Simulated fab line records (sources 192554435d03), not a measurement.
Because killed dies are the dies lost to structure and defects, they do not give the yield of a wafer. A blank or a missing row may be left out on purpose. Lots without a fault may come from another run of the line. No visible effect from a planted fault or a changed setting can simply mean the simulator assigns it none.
Split-lot study ; flow n5_finfet ; 7 lots, 21 wafers read, on a route of 1938 steps

## THE SPLIT
At N5_WELL_APT_COAT_19 (resist thk 950 nm), the setting spin_rpm was moved away from the recipe's 1357 rpm on 10 of the 21 wafers read, by -7.7% to +4.3%. For the rest of the wafers, this setting stayed at what the recipe calls for.

The reading comes from the split's own step.

## THE READING
coat_of_WELL_APT_COAT_19.thk_nm (the simulator's own value, which no gauge read), in nm, at N5_WELL_APT_COAT_19 (resist thk 950 nm). The file does not state a usual value for it. The 11 wafers here that ran the recipe average 950.3 nm, standard deviation 3 nm.

wafer;tool, chamber at the split;spin_rpm as run, rpm;against the recipe;coat_of_WELL_APT_COAT_19.thk_nm, nm;against lot-mates on the recipe
L074.1;litho_track-05, 0;1275;-6.0%;985.8;no lot-mate on the recipe
L074.2;litho_track-05, 0;1275;-6.0%;983.1;no lot-mate on the recipe
L074.5;litho_track-05, 0;1275;-6.0%;980;no lot-mate on the recipe
L075.1;litho_track-01, 0;1277;-5.9%;979.5;+30.4
L075.2;litho_track-01, 0;1277;-5.9%;979.5;+30.4
L075.3;litho_track-01, 0;1357;recipe;949.1;-
L078.1;litho_track-05, 0;1415;+4.3%;936.4;-16.9
L078.4;litho_track-05, 0;1357;recipe;953.2;-
L078.5;litho_track-05, 0;1357;recipe;953.4;-
L083.3;litho_track-04, 0;1357;recipe;952;-
L083.5;litho_track-04, 0;1357;recipe;950.6;-
L083.6;litho_track-04, 0;1357;recipe;953.6;-
L094.1;litho_track-04, 0;1357;recipe;948.9;-
L094.2;litho_track-04, 0;1357;recipe;950.1;-
L094.3;litho_track-04, 0;1357;recipe;948.1;-
L096.2;litho_track-04, 0;1252;-7.7%;980.9;+38.3
L096.3;litho_track-04, 0;1357;recipe;942.6;-
L096.4;litho_track-04, 0;1252;-7.7%;981.9;+39.3
L097.3;litho_track-01, 0;1405;+3.5%;931.4;-19.8
L097.4;litho_track-01, 0;1357;recipe;951.2;-
L097.5;litho_track-01, 0;1405;+3.5%;934.1;-17.1

FIT RESULTS
A straight line over all 21 wafers: coat_of_WELL_APT_COAT_19.thk_nm changes by -4.63 nm for each +1% of spin_rpm; r = -0.98; the points scatter about the line by 3.8 nm.
The same after taking each lot's own level away (the mean of its wafers on the recipe; 18 wafers): -4.97 nm for each +1%; r = -1.00; scatter 1.4 nm.
That fit puts the effect of the largest move of spin_rpm on the reading at 38 nm.
Measured against the standard deviation above, the lots' own levels, which go from 942.60 to 953.30 nm, span 3.5 times it.
Hence the lot-to-lot level has little effect on the slope; both slopes agree.
Check: with one of the wafers moved furthest among these (-7.7%) left out of the fit, the line predicts +39 nm for it against its lot-mates. It came out at +38.3 nm against them.

## FURTHER SPLITS ON THESE WAFERS
Before the reading, these wafers also passed through other splits. Each is held against what the fit with the lots' levels taken away leaves over:
other split on the same wafers;wafers away from the commonest value;r with coat_of_WELL_APT_COAT_19.thk_nm (lot level and that fit taken away)
N5_ZERO_LAYER_EXPOSE_08 dose_mj;4;-0.11
N5_ZERO_LAYER_PEB_09 peb_time_s;as run: not given for these wafers;-
N5_WELL_APT_EXPOSE_05 dose_mj;6;-0.06

## FILE'S OWN FIT
coat_of_WELL_APT_COAT_19.thk_nm changes by -4.92 nm for each +1% of spin_rpm, r = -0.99.
